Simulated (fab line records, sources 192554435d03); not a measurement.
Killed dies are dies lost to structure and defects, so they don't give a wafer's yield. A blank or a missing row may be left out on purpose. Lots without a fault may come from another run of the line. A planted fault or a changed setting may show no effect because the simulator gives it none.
One fault seen from 2 desks | flow n5_finfet | each desk has only its own numbers; what lay behind them comes last

THE METROLOGY DESK
What the gauges read, lot by lot, whatever tool the lot ran on: means of the sampled wafers that have a number. A lot is out of limits, marked OUT, if its mean lies more than 4 standard deviations from the usual mean; the brackets give that distance. Of its 11 readings 7 are shown: those that lie furthest out on some lot.
Columns: A = DIBL_N at N5_BEOL_M4_RC_MEAS_101, usual 36.0 mV/V; B = DIBL_P at N5_BEOL_M4_RC_MEAS_101, usual 36.2 mV/V; C = IOFF_N at N5_BEOL_M4_RC_MEAS_101, usual 0.16 nA/um; D = ION_N at N5_BEOL_M4_RC_MEAS_101, usual 672 uA/um; E = SS_N at N5_BEOL_M4_RC_MEAS_101, usual 71.4 mV/dec; F = SS_P at N5_BEOL_M4_RC_MEAS_101, usual 73.2 mV/dec; G = VT_N at N5_BEOL_M4_RC_MEAS_101, usual 250 mV
lot  | first seen here | A    | B    | C    | D   | E    | F    | G
L131 | day 6 14:23     | 35.0 | 35.5 | 0.15 | 677 | 71.1 | 73.6 | 249
L132 | day 6 18:07     | 32.6 | 33.6 | 0.12 | 672 | 70.6 | 72.2 | 253
L133 | day 6 22:22     | 38.9 | 37.5 | 0.20 | 675 | 72.2 | 73.8 | 248
L135 | day 7 13:02     | 34.4 | 35.0 | 0.13 | 666 | 70.6 | 73.1 | 252
L137 | day 7 21:22     | 34.4 | 34.6 | 0.13 | 662 | 70.8 | 72.3 | 253
L139 | day 8 07:15     | 38.2 | 38.9 | 0.20 | 678 | 71.9 | 73.7 | 247
L140 | day 9 10:18     | 39.1 | 40.7 | 0.19 | 676 | 72.3 | 74.0 | 249
L147 | day 10 12:52    | 34.5 | 34.6 | 0.14 | 664 | 71.8 | 72.2 | 252
L148 | day 10 15:37    | 33.5 | 32.0 | 0.10 | 652 | 70.3 | 72.4 | 256
L149 | day 11 01:47    | 39.4 | 38.8 | 0.21 | 693 | 72.1 | 74.5 | 247
L154 | day 12 03:04    | 36.6 | 36.4 | 0.16 | 679 | 71.3 | 73.1 | 250
This desk's finding: nothing out of limits on any of the 11 lots.

THE TOOL OWNER'S DESK: cvd_co-02
The tool's own readings at N5_BEOL_M1_CO_CAP_55 (material Co, precursor CCTBA/H2, target thk 2 nm, time 102.1 s): means of the sampled wafers that have a number, for each lot that ran on this tool. A lot is out of limits, marked OUT, if its mean lies more than 4 standard deviations from the usual mean; the brackets give that distance.
Columns: A = heater_power_w at N5_BEOL_M1_CO_CAP_55, usual 250 W; B = run_length_s at N5_BEOL_M1_CO_CAP_55, usual 125.2 s
lot  | first seen here | A   | B
L133 | day 6 22:27     | 227 | 124.9
L137 | day 7 21:27     | 241 | 125.7
L139 | day 8 07:20     | 236 | 149.1 (+42) OUT
L140 | day 9 10:22     | 237 | 149.2 (+42) OUT
This desk's finding: out of limits on L139, L140; first on L139, day 8 07:20 (run_length_s at N5_BEOL_M1_CO_CAP_55). In limits: L133, L137.

PUT TOGETHER
The tool owner's desk could have raised an alarm at day 8 07:20, on L139, L140.
The metrology desk saw nothing out of limits.
The metrology desk has L139, L140 on record, within its limits.
Of the lots named, all ran N5_BEOL_M1_CO_CAP_55 on cvd_co-02.

WHAT THE SIMULATOR HAD PUT IN
Process parameter drift: cvd_co-02, from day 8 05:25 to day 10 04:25, at N5_BEOL_M1_CO_CAP_55. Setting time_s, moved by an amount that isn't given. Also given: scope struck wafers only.
Lots struck among those shown: L139, L140.
Hours from the fault's start to each desk's first reading out of limits: the tool owner's desk, 2.
